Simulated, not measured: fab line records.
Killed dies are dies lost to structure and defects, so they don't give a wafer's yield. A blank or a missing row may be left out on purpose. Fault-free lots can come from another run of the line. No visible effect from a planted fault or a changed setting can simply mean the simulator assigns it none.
What tool caused it? ; flow n5Finfet ; Sampling: 13 lots, 39 wafers, 5 of 1938 route steps

## WHAT EACH GAUGE READ, for each wafer
N5_DUMMY_GATE_INSPECT_27: inspects for defects (brightfield).
lot;measured;on;rawDefectCount
L770;day 3 09:08;defectInspect-01;247 249 276
L773;day 3 23:24;defectInspect-01;242 290 322
L774;day 4 04:43;defectInspect-02;159 250 265
L776;day 4 19:20;defectInspect-02;211 163 216
L777;day 5 00:58;defectInspect-02;265 353 373
L778;day 5 07:52;defectInspect-02;171 264 256
L780;day 5 18:26;defectInspect-01;280 358 433
L781;day 6 00:15;defectInspect-02;201 255 221
L785;day 6 23:02;defectInspect-02;225 344 222
L786;day 7 10:20;defectInspect-01;295 276 195
L788;day 7 18:09;defectInspect-02;271 323 273
L789;day 8 04:29;defectInspect-02;292 288 234
L790;day 8 05:04;defectInspect-01;368 358 441

N5_SD_EPI_N_CD_MEAS_09: the cd target is 120 nm.
lot;measured;on;cdNm (nm)
L770;day 3 10:10;cdSem-01;121.8 121.4 120.7
L773;day 4 00:25;cdSem-01;120.1 120.7 119.4
L774;day 4 05:43;cdSem-02;120.6 121.0 120.3
L776;day 4 20:13;cdSem-02;119.7 120.2 120.2
L777;day 5 02:59;cdSem-03;119.8 120.7 120.7
L778;day 5 08:44;cdSem-03;120.0 119.9 119.9
L780;day 5 19:27;cdSem-01;119.9 119.9 120.9
L781;day 6 01:17;cdSem-03;119.4 119.2 119.6
L785;day 7 00:02;cdSem-03;121.8 120.9 120.1
L786;day 7 11:20;cdSem-02;119.8 120.4 119.6
L788;day 7 19:09;cdSem-03;119.9 119.5 119.7
L789;day 8 05:29;cdSem-02;120.0 120.4 119.0
L790;day 8 06:04;cdSem-01;118.8 119.5 119.9

N5_SD_EPI_N_OVL_MEAS_10.
lot;measured;on;SD_N_BLK_OVL (nm)
L770;day 3 10:11;overlay-02;0.7 1.8 1.7
L773;day 4 00:26;overlay-01;-0.1 -1.0 -0.3
L774;day 4 05:45;overlay-01;0.2 0.0 0.0
L776;day 4 20:14;overlay-02;-0.3 1.1 -0.5
L777;day 5 03:01;overlay-01;1.1 1.7 1.1
L778;day 5 08:46;overlay-01;0.3 0.2 -0.5
L780;day 5 19:28;overlay-01;1.5 0.6 0.2
L781;day 6 01:19;overlay-02;0.7 -0.9 -0.1
L785;day 7 00:04;overlay-02;0.8 0.0 -0.3
L786;day 7 11:22;overlay-02;-0.8 0.6 1.0
L788;day 7 19:11;overlay-01;0.7 0.2 -0.2
L789;day 8 05:31;overlay-01;1.5 0.1 1.5
L790;day 8 06:05;overlay-02;1.2 0.0 1.1

N5_SD_ACTIVATION_RS_MEAS_03: measures by four-point-probe.
lot;measured;on;RS_SD_N (ohm/sq);RS_SD_P (ohm/sq)
L770;day 3 21:27;filmMetro-02;21.88 21.83 21.66;55.6 55.5 55.8
L773;day 4 10:23;filmMetro-01;22.02 21.82 21.91;54.8 55.7 54.8
L774;day 4 18:17;filmMetro-02;21.97 22.21 21.90;56.4 57.4 56.7
L776;day 5 05:28;filmMetro-01;21.97 21.87 21.78;56.6 55.8 56.9
L777;day 5 11:40;filmMetro-01;22.23 22.00 22.29;55.4 55.8 55.6
L778;day 5 18:17;filmMetro-01;21.93 22.10 22.00;57.5 57.4 57.1
L780;day 6 05:56;filmMetro-01;21.63 21.56 21.75;55.5 56.2 56.1
L781;day 6 10:11;filmMetro-02;21.76 22.12 22.09;56.4 55.9 55.0
L785;day 7 10:10;filmMetro-02;21.78 22.11 21.76;57.9 57.6 57.7
L786;day 7 19:53;filmMetro-01;21.72 21.78 21.65;55.4 55.6 55.6
L788;day 8 05:19;filmMetro-02;- - -;56.0 56.0 55.3
L789;day 8 15:13;filmMetro-02;- - -;56.2 55.6 55.6
L790;day 8 15:34;filmMetro-02;21.55 21.09 21.84;55.4 55.2 55.7

## WHICH TOOL RAN EACH LOT (tool, then ch and the chambers of the sampled wafers, then the start)
lot;N5_SD_EPI_N_PRECLEAN_48
L770;epiRpcvd-04 ch 0, day 3 11:38
L773;epiRpcvd-03 ch 0, day 4 01:46
L774;epiRpcvd-03 ch 0, day 4 08:08
L776;epiRpcvd-04 ch 0, day 4 21:26
L777;epiRpcvd-03 ch 0, day 5 04:12
L778;epiRpcvd-04 ch 0, day 5 10:02
L780;epiRpcvd-03 ch 0, day 5 20:58
L781;epiRpcvd-02 ch 0, day 6 02:38
L785;epiRpcvd-03 ch 0, day 7 01:29
L786;epiRpcvd-02 ch 0, day 7 12:34
L788;epiRpcvd-02, day 7 20:23
L789;epiRpcvd-04, day 8 06:48
L790;epiRpcvd-03 ch 0, day 8 07:20
- N5_SD_EPI_N_PRECLEAN_48: cleans in NF3:NH3, afs cycles 2, time 20 s, sublimation time 60 s.

## AS READ BY THE TOOLS THEMSELVES (means over the sampled wafers that have a number; for cases with no such wafer, the mark the record gives instead)
N5_SD_EPI_N_PRECLEAN_48.
lot;tool;chamberPressureTorr (Torr)
L770;epiRpcvd-04;2.995
L773;epiRpcvd-03;2.995
L774;epiRpcvd-03;2.997
L776;epiRpcvd-04;2.993
L777;epiRpcvd-03;3.001
L778;epiRpcvd-04;3.001
L780;epiRpcvd-03;3.004
L781;epiRpcvd-02;2.994
L785;epiRpcvd-03;2.999
L786;epiRpcvd-02;2.999
L788;epiRpcvd-02;-
L789;epiRpcvd-04;-
L790;epiRpcvd-03;3.003

## THE ANSWER, worked out from the rows above alone
Rule: what is usual is taken from the lots themselves. Put in order of their means at a reading, lots are off if they are a third of the lots or fewer, leave a main group of 4 or more, and stand apart from it by a gap of 3 or more times the standard deviation of the main group's means; of several such gaps the widest counts. A main group is skipped when, at the precision printed for the reading in the tables above, its means are all equal. Also off: a lot with no number at a reading for which 4 or more lots have one. Where the step has rows for the other lots, those lots are counted as sound. First the gauges in route order, then the tools' own readings, where a lot's mean is used as printed above. The first step at which some lot is off is used, and at that step the reading that is off furthest; a lot without a number counts as furthest.
Off: L788, L789, seen at N5_SD_ACTIVATION_RS_MEAS_03 (RS_SD_N). Without a number there: L788, L789. For the main group the mean is 21.87 ohm/sq and the standard deviation 0.18.
If a tool, at a process step before that reading, ran all the lots that are off and no sound lot after the first of them, it fits. The gauges at N5_SD_ACTIVATION_RS_MEAS_03 aren't tried: what is off there is off at N5_SD_EPI_N_PRECLEAN_48 too, on other tools, and a gauge's error can't cause that. None of those tried fits.

## WHAT HAD BEEN PUT IN BY THE SIMULATOR
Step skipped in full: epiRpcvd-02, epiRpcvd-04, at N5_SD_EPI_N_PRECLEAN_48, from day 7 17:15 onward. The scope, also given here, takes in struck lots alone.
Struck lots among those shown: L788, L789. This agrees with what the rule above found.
